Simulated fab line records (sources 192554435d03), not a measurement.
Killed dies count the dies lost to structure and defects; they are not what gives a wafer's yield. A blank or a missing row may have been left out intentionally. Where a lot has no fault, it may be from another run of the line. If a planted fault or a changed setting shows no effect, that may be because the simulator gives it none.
Which tool is to blame?	flow n5_finfet	24 lots with 72 wafers sampled at 6 steps, on a route of 1938 steps

== WHAT THE GAUGES READ, wafer by wafer ==
N5_BEOL_M9_THK_MEAS_53: measures by xrf.
lot	measured	on	M9_THK (nm)
L075	day 9 14:28	film_metro-01	142 140 143
L074	day 9 14:55	film_metro-02	146 144 144
L076	day 10 06:34	film_metro-02	136 141 137
L077	day 10 14:37	film_metro-01	142 142 142
L078	day 10 14:53	film_metro-02	143 144 144
L079	day 10 16:37	film_metro-02	141 140 137
L080	day 11 05:23	film_metro-01	147 146 147
L081	day 11 13:28	film_metro-01	144 145 141
L083	day 11 16:35	film_metro-02	144 140 141
L082	day 11 22:23	film_metro-01	141 137 143
L084	day 12 00:15	film_metro-02	139 140 137
L086	day 12 22:32	film_metro-02	145 142 145
L085	day 13 03:31	film_metro-01	145 147 147
L087	day 13 03:48	film_metro-02	143 141 146
L089	day 14 02:11	film_metro-02	144 140 143
L088	day 14 02:44	film_metro-02	141 141 144
L090	day 14 08:38	film_metro-02	137 145 137
L091	day 14 12:49	film_metro-02	143 142 139
L093	day 14 19:13	film_metro-02	142 143 144
L092	day 15 06:58	film_metro-01	142 142 143
L094	day 15 11:28	film_metro-02	145 145 144
L095	day 15 23:36	film_metro-01	145 144 145
L096	day 16 04:43	film_metro-01	137 137 138
L097	day 16 19:55	film_metro-02	145 146 140

N5_BEOL_M11_THK_MEAS_01.
lot	measured	on	M11_ILD_THK (nm)
L075	day 10 00:59	film_metro-01	266 267 266
L074	day 9 23:32	film_metro-02	265 272 280
L076	day 10 15:17	film_metro-02	260 271 266
L077	day 10 22:29	film_metro-01	269 271 276
L078	day 10 23:17	film_metro-02	263 268 273
L079	day 11 01:34	film_metro-01	257 265 265
L080	day 11 14:35	film_metro-01	266 267 272
L081	day 12 01:08	film_metro-02	267 263 264
L083	day 12 02:06	film_metro-01	262 266 272
L082	day 12 09:34	film_metro-01	268 270 273
L084	day 12 10:22	film_metro-01	267 264 273
L086	day 13 08:29	film_metro-01	266 269 273
L085	day 13 12:05	film_metro-02	266 273 268
L087	day 13 12:28	film_metro-02	265 268 270
L089	day 14 14:10	film_metro-02	271 261 271
L088	day 14 13:41	film_metro-02	265 273 277
L090	day 14 18:34	film_metro-01	261 271 274
L091	day 15 00:27	film_metro-02	266 271 266
L093	day 15 05:16	film_metro-01	264 268 265
L092	day 15 20:59	film_metro-02	264 261 265
L094	day 15 21:59	film_metro-02	264 264 266
L095	day 16 07:40	film_metro-01	274 277 272
L096	day 16 14:48	film_metro-02	263 274 265
L097	day 17 03:40	film_metro-01	265 269 272

== TOOL THAT RAN EACH LOT (tool first, then ch and the chambers of the sampled wafers, then the start) ==
lot	N5_BEOL_M9_PRE_CLEAN_45	N5_BEOL_M9_SURFACE_TREAT_79	N5_BEOL_M10_STRIP_77	N5_BEOL_M10_SURFACE_TREAT_76
L075	pvd_sputter-01, day 9 12:55	pvd_sputter-01, day 9 13:27	rie_diel-04 ch 1,2,3, day 9 22:24 or earlier	pvd_sputter-03, day 9 22:24
L074	pvd_sputter-03, day 9 13:04	pvd_sputter-03, day 9 13:36	rie_diel-06 ch 1,2,3, day 9 21:44 or earlier	pvd_sputter-03, day 9 21:44
L076	pvd_sputter-01, day 10 04:35	pvd_sputter-02, day 10 05:06	rie_diel-04 ch 1,3, day 10 13:13 or earlier	pvd_sputter-03, day 10 13:13
L077	pvd_sputter-01, day 10 12:48	pvd_sputter-03, day 10 13:17	rie_diel-06 ch 2,3, day 10 19:49 or earlier	pvd_sputter-01, day 10 19:49
L078	pvd_sputter-01, day 10 12:53	pvd_sputter-03, day 10 13:20	rie_diel-06 ch 0,2,3, day 10 21:29 or earlier	pvd_sputter-01, day 10 21:29
L079	pvd_sputter-03, day 10 15:02	pvd_sputter-01, day 10 15:29	rie_diel-06 ch 0,2,3, day 10 22:52 or earlier	pvd_sputter-01, day 10 22:52
L080	pvd_sputter-01, day 11 03:45	pvd_sputter-01, day 11 04:07	rie_diel-04 ch 2,3, day 11 12:36 or earlier	pvd_sputter-03, day 11 12:36
L081	pvd_sputter-01, day 11 11:56	pvd_sputter-03, day 11 12:23	rie_diel-05 ch 0,2,3, day 11 21:46 or earlier	pvd_sputter-01, day 11 21:46
L083	pvd_sputter-03, day 11 13:38	pvd_sputter-01, day 11 15:13	rie_diel-06 ch 0,2,3, day 11 22:32 or earlier	pvd_sputter-01, day 11 22:32
L082	pvd_sputter-01, day 11 19:11	pvd_sputter-01, day 11 21:07	rie_diel-06 ch 0,2, day 12 07:23 or earlier	pvd_sputter-01, day 12 07:23
L084	pvd_sputter-01, day 11 21:51	pvd_sputter-01, day 11 22:16	rie_diel-04 ch 1,2,3, day 12 07:52 or earlier	pvd_sputter-01, day 12 07:52
L086	pvd_sputter-03, day 12 20:43	pvd_sputter-03, day 12 21:08	rie_diel-05 ch 1,3, day 13 05:05 or earlier	pvd_sputter-01, day 13 05:05
L085	pvd_sputter-02, day 13 01:37	pvd_sputter-01, day 13 02:02	rie_diel-05 ch 0,1, day 13 07:55 or earlier	pvd_sputter-03, day 13 07:55
L087	pvd_sputter-03, day 13 02:05	pvd_sputter-01, day 13 02:35	rie_diel-05 ch 0,1,3, day 13 10:03 or earlier	pvd_sputter-01, day 13 10:03
L089	pvd_sputter-03, day 14 00:46	pvd_sputter-01, day 14 01:09	rie_diel-04 ch 0,2,3, day 14 11:46 or earlier	pvd_sputter-02, day 14 11:46
L088	pvd_sputter-01, day 14 00:56	pvd_sputter-01, day 14 01:27	rie_diel-05 ch 1,2, day 14 09:57 or earlier	pvd_sputter-01, day 14 09:57
L090	pvd_sputter-01, day 14 06:31	pvd_sputter-01, day 14 06:54	rie_diel-04 ch 1,2,3, day 14 16:28 or earlier	pvd_sputter-01, day 14 16:28
L091	pvd_sputter-01, day 14 09:49	pvd_sputter-03, day 14 10:14	rie_diel-04 ch 0,2,3, day 14 22:01 or earlier	pvd_sputter-01, day 14 22:01
L093	pvd_sputter-03, day 14 17:43	pvd_sputter-03, day 14 18:04	rie_diel-06 ch 0,1, day 15 02:22 or earlier	pvd_sputter-02, day 15 02:22
L092	pvd_sputter-02, day 15 05:29	pvd_sputter-03, day 15 05:52	rie_diel-04 ch 0,2, day 15 18:38 or earlier	pvd_sputter-02, day 15 18:38
L094	pvd_sputter-01, day 15 09:44	pvd_sputter-01, day 15 10:11	rie_diel-05 ch 0,2, day 15 19:39 or earlier	pvd_sputter-02, day 15 19:39
L095	pvd_sputter-02, day 15 22:14	pvd_sputter-02, day 15 22:35	rie_diel-05 ch 0,1, day 16 05:38 or earlier	pvd_sputter-01, day 16 05:38
L096	pvd_sputter-02, day 16 03:03	pvd_sputter-02, day 16 03:31	rie_diel-04 ch 0,2, day 16 12:59 or earlier	pvd_sputter-03, day 16 12:59
L097	pvd_sputter-02, day 16 17:44	pvd_sputter-02, day 16 18:18	rie_diel-05 ch 2,3, day 17 01:20 or earlier	pvd_sputter-02, day 17 01:20
- N5_BEOL_M9_PRE_CLEAN_45: time 30 s.
- N5_BEOL_M9_SURFACE_TREAT_79
- N5_BEOL_M10_STRIP_77: strips in N2/H2, time 10 s.
- N5_BEOL_M10_SURFACE_TREAT_76

== AS READ BY THE TOOLS THEMSELVES (means over the sampled wafers that have a number; for cases with no such wafer, the mark the record gives instead) ==
N5_BEOL_M9_PRE_CLEAN_45.
lot	tool	heater_power_w (W)
L075	pvd_sputter-01	293
L074	pvd_sputter-03	318
L076	pvd_sputter-01	314
L077	pvd_sputter-01	311
L078	pvd_sputter-01	300
L079	pvd_sputter-03	330
L080	pvd_sputter-01	318
L081	pvd_sputter-01	323
L083	pvd_sputter-03	319
L082	pvd_sputter-01	337
L084	pvd_sputter-01	325
L086	pvd_sputter-03	338
L085	pvd_sputter-02	367
L087	pvd_sputter-03	319
L089	pvd_sputter-03	316
L088	pvd_sputter-01	313
L090	pvd_sputter-01	327
L091	pvd_sputter-01	312
L093	pvd_sputter-03	324
L092	pvd_sputter-02	334
L094	pvd_sputter-01	287
L095	pvd_sputter-02	356
L096	pvd_sputter-02	351
L097	pvd_sputter-02	329

N5_BEOL_M10_STRIP_77.
lot	tool	drypump_motor_current_A (A)	oes_product_au (a.u.)	rf_vpp_V (V)	showerhead_plenum_p_Torr (Torr)	throttle_valve_pct (%)
L075	rie_diel-04	5.5	0.75	59.0	2.51	23.3
L074	rie_diel-06	6.0	0.74	59.0	2.46	23.8
L076	rie_diel-04	5.3	0.74	58.7	2.44	23.0
L077	rie_diel-06	5.8	0.73	58.7	2.44	23.9
L078	rie_diel-06	6.2	0.81	58.6	2.46	23.7
L079	rie_diel-06	6.2	0.81	58.9	2.46	23.7
L080	rie_diel-04	5.7	0.74	59.9	2.57	23.7
L081	rie_diel-05	5.5	0.86	59.8	2.60	23.6
L083	rie_diel-06	6.2	0.80	59.0	2.45	23.7
L082	rie_diel-06	6.2	0.83	59.1	2.45	23.6
L084	rie_diel-04	5.4	0.73	58.9	2.50	23.3
L086	rie_diel-05	5.9	0.85	58.1	2.49	23.9
L085	rie_diel-05	5.9	0.85	58.8	2.61	23.3
L087	rie_diel-05	5.8	0.88	59.6	2.55	23.7
L089	rie_diel-04	5.6	0.79	59.7	2.59	23.5
L088	rie_diel-05	5.8	0.85	59.9	2.52	23.5
L090	rie_diel-04	5.4	0.72	58.8	2.49	23.4
L091	rie_diel-04	5.6	0.79	59.0	2.59	23.5
L093	rie_diel-06	6.4	0.87	59.9	2.47	23.4
L092	rie_diel-04	5.7	0.81	58.5	2.67	23.7
L094	rie_diel-05	5.5	0.87	59.4	2.65	23.1
L095	rie_diel-05	5.9	0.81	58.9	2.61	23.3
L096	rie_diel-04	5.7	0.73	59.7	2.64	23.9
L097	rie_diel-05	5.4	0.89	58.9	2.53	23.9

== THE ANSWER, worked out from the rows above alone ==
Rule: the usual values come from the lots themselves. Put in order of their means at a reading, lots are off if they are a third of the lots or fewer, leave a main group of 4 or more, and stand apart from it by a gap of 3 or more times the standard deviation of the main group's means; of several such gaps the widest counts. The tables above print the reading to a certain number of digits; a main group whose means all agree to those digits is not used. Also off: a lot with no number at a reading for which 4 or more lots have one. The other lots that the step has rows for count as sound. Order of review: gauges by route order, followed by the tools' own readings, for which a lot's mean as printed above is used. At the first step where some lot is off, the reading lying furthest off is the one used; lots without a number count as furthest.
No lot is off at any reading shown: from this, nothing can be told.

== WHAT THE SIMULATOR PUT IN ==
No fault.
